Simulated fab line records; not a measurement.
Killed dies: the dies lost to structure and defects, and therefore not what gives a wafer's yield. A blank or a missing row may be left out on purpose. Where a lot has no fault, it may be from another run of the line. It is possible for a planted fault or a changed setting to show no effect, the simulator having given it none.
Which tool did it? | flow n5-finfet | 24 wafers from 8 lots sampled at 6 of the route's 1938 steps

== WHAT THE GAUGES SHOWED, per wafer ==
N5_PMOS_HMC_CHANNEL_EPI_THK_MEAS_22.
lot  | measured    | on            | HMC_CMP_THK (nm)
L678 | day 3 01:50 | film-metro-01 | 53.2 54.0 54.2
L682 | day 4 01:31 | film-metro-01 | 57.9 55.0 56.6
L686 | day 5 01:13 | film-metro-01 | 53.5 54.4 53.1
L691 | day 6 07:59 | film-metro-01 | 53.0 54.6 53.8
L692 | day 6 13:46 | film-metro-01 | 52.7 54.3 54.0
L694 | day 7 02:12 | film-metro-01 | 54.2 53.0 54.0
L695 | day 7 07:56 | film-metro-01 | 53.5 54.0 54.1
L696 | day 7 14:40 | film-metro-02 | 54.3 54.1 54.3

N5_PMOS_HMC_CHANNEL_EPI_INSPECT_30: inspects for defects (darkfield).
lot  | measured    | on                | raw-defect-count
L678 | day 3 02:19 | defect-inspect-02 | 9 13 20
L682 | day 4 02:06 | defect-inspect-01 | 24 26 16
L686 | day 5 01:41 | defect-inspect-02 | 18 18 16
L691 | day 6 08:28 | defect-inspect-01 | 25 17 19
L692 | day 6 14:14 | defect-inspect-02 | 11 14 21
L694 | day 7 02:47 | defect-inspect-02 | 17 7 12
L695 | day 7 08:26 | defect-inspect-01 | 20 19 9
L696 | day 7 15:10 | defect-inspect-02 | 13 10 13

N5_BEOL_M4_RC_MEAS_101.
lot  | measured     | on        | CJ_P           | DIBL_N (mV/V)  | DIBL_P (mV/V)  | IOFF_N (nA/um)    | IOFF_P (nA/um)    | ION_N (uA/um) | ION_P (uA/um) | SS_N (mV/dec)  | SS_P (mV/dec)  | VT_N (mV)         | VT_P (mV)
L678 | day 9 02:28  | prober-02 | 5.86 5.79 5.62 | 36.6 36.0 35.3 | 37.2 36.3 35.5 | 0.147 0.145 0.134 | 0.204 0.201 0.183 | 679 694 665   | 463 469 460   | 72.0 71.6 71.7 | 73.4 72.9 73.3 | 249.0 250.9 251.9 | -249.7 -250.8 -252.3
L682 | day 10 08:23 | prober-01 | 4.71 5.57 5.37 | 36.8 34.7 35.9 | 37.9 35.0 36.8 | 0.163 0.129 0.149 | 0.215 0.174 0.202 | 674 655 672   | 461 453 469   | 71.6 71.5 71.7 | 73.3 73.2 73.3 | 249.0 253.7 250.0 | -249.2 -253.0 -249.6
L686 | day 10 14:43 | prober-02 | 5.97 5.71 5.96 | 36.2 35.1 34.2 | 36.7 35.4 33.9 | 0.164 0.143 0.132 | 0.205 0.187 0.176 | 681 671 671   | 464 459 458   | 71.7 71.8 71.3 | 72.6 72.5 72.5 | 250.9 252.5 251.3 | -250.8 -251.6 -253.4
L691 | day 12 06:35 | prober-02 | 5.85 5.69 5.94 | 38.0 37.6 37.0 | 37.3 37.1 36.4 | 0.181 0.163 0.157 | 0.232 0.225 0.221 | 661 672 671   | 451 461 463   | 72.6 72.0 71.7 | 73.1 73.5 73.4 | 249.9 252.3 250.5 | -248.6 -251.1 -250.3
L692 | day 12 18:36 | prober-01 | 6.12 5.80 5.89 | 35.8 38.0 36.2 | 35.5 37.1 35.9 | 0.135 0.161 0.139 | 0.225 0.260 0.243 | 662 656 655   | 466 461 458   | 70.9 72.7 71.7 | 73.0 73.9 73.3 | 253.4 249.9 252.5 | -250.0 -247.8 -245.9
L694 | day 12 23:37 | prober-02 | 5.93 6.07 5.96 | 38.7 37.7 38.3 | 40.7 40.3 41.4 | 0.203 0.184 0.213 | 0.250 0.238 0.267 | 671 675 679   | 462 457 461   | 73.0 72.1 72.4 | 74.1 74.4 73.9 | 248.8 249.9 248.1 | -248.9 -249.7 -247.8
L695 | day 13 22:59 | prober-01 | 5.90 5.76 5.67 | 34.7 35.0 35.2 | 34.7 35.3 36.0 | 0.130 0.134 0.145 | 0.191 0.199 0.215 | 662 679 672   | 459 466 464   | 71.6 70.6 71.2 | 72.5 72.7 72.4 | 253.3 251.0 250.8 | -251.2 -248.1 -249.1
L696 | day 13 17:35 | prober-01 | 5.71 5.79 5.68 | 36.1 37.4 37.3 | 37.4 38.9 38.9 | 0.157 0.189 0.187 | 0.192 0.220 0.211 | 677 685 669   | 453 465 455   | 71.5 71.6 71.8 | 73.3 74.2 73.7 | 247.4 245.6 248.7 | -252.0 -250.3 -251.6

== EACH LOT AND THE TOOL THAT RAN IT (in order: tool; ch and the chambers of the sampled wafers; start) ==
lot  | N5_PMOS_HMC_CHANNEL_EPI_HM_OPEN_15 | N5_PMOS_HMC_CHANNEL_EPI_FIN_RECESS_16 | N5_PMOS_HMC_CHANNEL_EPI_EPI_26
L678 | rie-diel-04 ch 0,1, day 2 23:40    | rie-si-02 ch 1,2,3, day 3 00:02       | epi-rpcvd-04 ch 0, day 3 02:00
L682 | rie-diel-03 ch 1,2,3, day 3 23:20  | rie-si-02 ch 1,2,3, day 3 23:43       | epi-rpcvd-01 ch 0, day 4 01:42
L686 | rie-diel-01 ch 0,1, day 4 23:01    | rie-si-04 ch 1,2,3, day 4 23:25       | epi-rpcvd-02 ch 0, day 5 01:19
L691 | rie-diel-01 ch 1,2, day 6 05:48    | rie-si-04 ch 0,1, day 6 06:11         | epi-rpcvd-04 ch 0, day 6 08:08
L692 | rie-diel-04 ch 0,1,2, day 6 11:35  | rie-si-04 ch 0,1,2, day 6 11:58       | epi-rpcvd-01 ch 0, day 6 13:52
L694 | rie-diel-03 ch 0,2, day 6 23:35    | rie-si-04 ch 1,2,3, day 6 23:59       | epi-rpcvd-04 ch 0, day 7 02:26
L695 | rie-diel-04 ch 1,2, day 7 05:40    | rie-si-02 ch 2,3, day 7 06:03         | epi-rpcvd-02 ch 0, day 7 08:09
L696 | rie-diel-04 ch 1,2,3, day 7 11:50  | rie-si-06 ch 0,1,2, day 7 12:28       | epi-rpcvd-02 ch 0, day 7 14:47
- N5_PMOS_HMC_CHANNEL_EPI_HM_OPEN_15: chemistry CHF3/O2, target SiO2, target depth 40.6 nm, time 20.3 s.
- N5_PMOS_HMC_CHANNEL_EPI_FIN_RECESS_16: chemistry HBr/Cl2, target Si, target depth 54 nm, time 18 s.
- N5_PMOS_HMC_CHANNEL_EPI_EPI_26: deposits Si from SiH4/H2, target thk 3.8 nm, time 22.7 s.

== AS READ BY THE TOOLS THEMSELVES (means over the sampled wafers that have a number; for cases with no such wafer, the mark the record gives instead) ==
N5_PMOS_HMC_CHANNEL_EPI_HM_OPEN_15.
lot  | tool        | bias-w (W) | drypump-motor-current-A (A) | mfc-ar-sccm (sccm) | oes-product-au (a.u.) | rf-vpp-V (V) | showerhead-plenum-p-Torr (Torr) | throttle-valve-pct (%)
L678 | rie-diel-04 | 169.9      | 5.7                         | 200.3              | 0.82                  | 531          | 2.40                            | 18.69
L682 | rie-diel-03 | 170.1      | 5.3                         | 199.9              | 0.90                  | 522          | 2.46                            | 18.96
L686 | rie-diel-01 | 169.7      | 5.7                         | 199.8              | 0.92                  | 530          | 2.56                            | 18.51
L691 | rie-diel-01 | 170.1      | 5.7                         | 199.9              | 0.77                  | 526          | 2.45                            | 18.84
L692 | rie-diel-04 | 169.9      | 5.8                         | 200.1              | 0.74                  | 530          | 2.44                            | 18.93
L694 | rie-diel-03 | 170.5      | 5.3                         | 200.2              | 0.75                  | 517          | 2.37                            | 19.16
L695 | rie-diel-04 | 169.8      | 5.7                         | 200.0              | 0.79                  | 526          | 2.39                            | 18.74
L696 | rie-diel-04 | 169.6      | 6.0                         | 199.8              | 0.75                  | 523          | 2.37                            | 18.88

N5_PMOS_HMC_CHANNEL_EPI_FIN_RECESS_16.
lot  | tool      | bias-w (W) | drypump-motor-current-A (A) | oes-product-au (a.u.) | throttle-valve-pct (%)
L678 | rie-si-02 | 75.13      | 5.6                         | 0.997                 | 35.44
L682 | rie-si-02 | 74.98      | 5.6                         | 1.004                 | 35.43
L686 | rie-si-04 | 75.01      | 5.3                         | 0.986                 | 35.57
L691 | rie-si-04 | 75.32      | 5.2                         | 0.986                 | 35.66
L692 | rie-si-04 | 75.01      | 5.4                         | 0.987                 | 35.67
L694 | rie-si-04 | 74.95      | 5.3                         | 0.990                 | 35.59
L695 | rie-si-02 | 75.13      | 5.8                         | 1.008                 | 35.34
L696 | rie-si-06 | 74.84      | 5.7                         | 1.003                 | 35.44

N5_PMOS_HMC_CHANNEL_EPI_EPI_26.
lot  | tool         | lamp-inner-pct (%) | susceptor_temp_C_max | throttle-valve-pct (%)
L678 | epi-rpcvd-04 | 15.3               | 651.2                | 11.8
L682 | epi-rpcvd-01 | 14.4               | 651.9                | 11.0
L686 | epi-rpcvd-02 | 13.7               | 651.0                | 10.7
L691 | epi-rpcvd-04 | 15.2               | 651.1                | 11.7
L692 | epi-rpcvd-01 | 14.4               | 651.8                | 11.2
L694 | epi-rpcvd-04 | 15.2               | 650.9                | 11.6
L695 | epi-rpcvd-02 | 13.5               | 651.4                | 10.6
L696 | epi-rpcvd-02 | 13.5               | 651.1                | 10.7

== THE ANSWER, worked out from the rows above alone ==
Rule: the lots themselves supply what counts as usual. Put in order of their means at a reading, lots are off if they are a third of the lots or fewer, leave a main group of 4 or more, and stand apart from it by a gap of 3 or more times the standard deviation of the main group's means; of several such gaps the widest counts. The tables above print the reading to a certain number of digits; a main group whose means all agree to those digits is not used. A lot without any number at a reading at which 4 lots or more have one is off too. Any other lot the step has rows for is counted as sound. After the gauges, taken in route order, come the tools' own readings; for these a lot's mean is taken, as printed above. At the first step where some lot is off, the reading lying furthest off is the one used; lots without a number count as furthest.
Off: L682, seen at N5_PMOS_HMC_CHANNEL_EPI_THK_MEAS_22 (HMC_CMP_THK). For the main group the mean is 53.8 nm and the standard deviation 0.18.
If a tool, at a process step before that reading, ran all the lots that are off and no sound lot after the first of them, it fits. Not tried: the gauges at N5_PMOS_HMC_CHANNEL_EPI_THK_MEAS_22; whatever is off there is also off at N5_BEOL_M4_RC_MEAS_101, on other tools, and gauge error can't account for it. Of those tried, none fits.

== WHAT THE SIMULATOR HAD PUT IN ==
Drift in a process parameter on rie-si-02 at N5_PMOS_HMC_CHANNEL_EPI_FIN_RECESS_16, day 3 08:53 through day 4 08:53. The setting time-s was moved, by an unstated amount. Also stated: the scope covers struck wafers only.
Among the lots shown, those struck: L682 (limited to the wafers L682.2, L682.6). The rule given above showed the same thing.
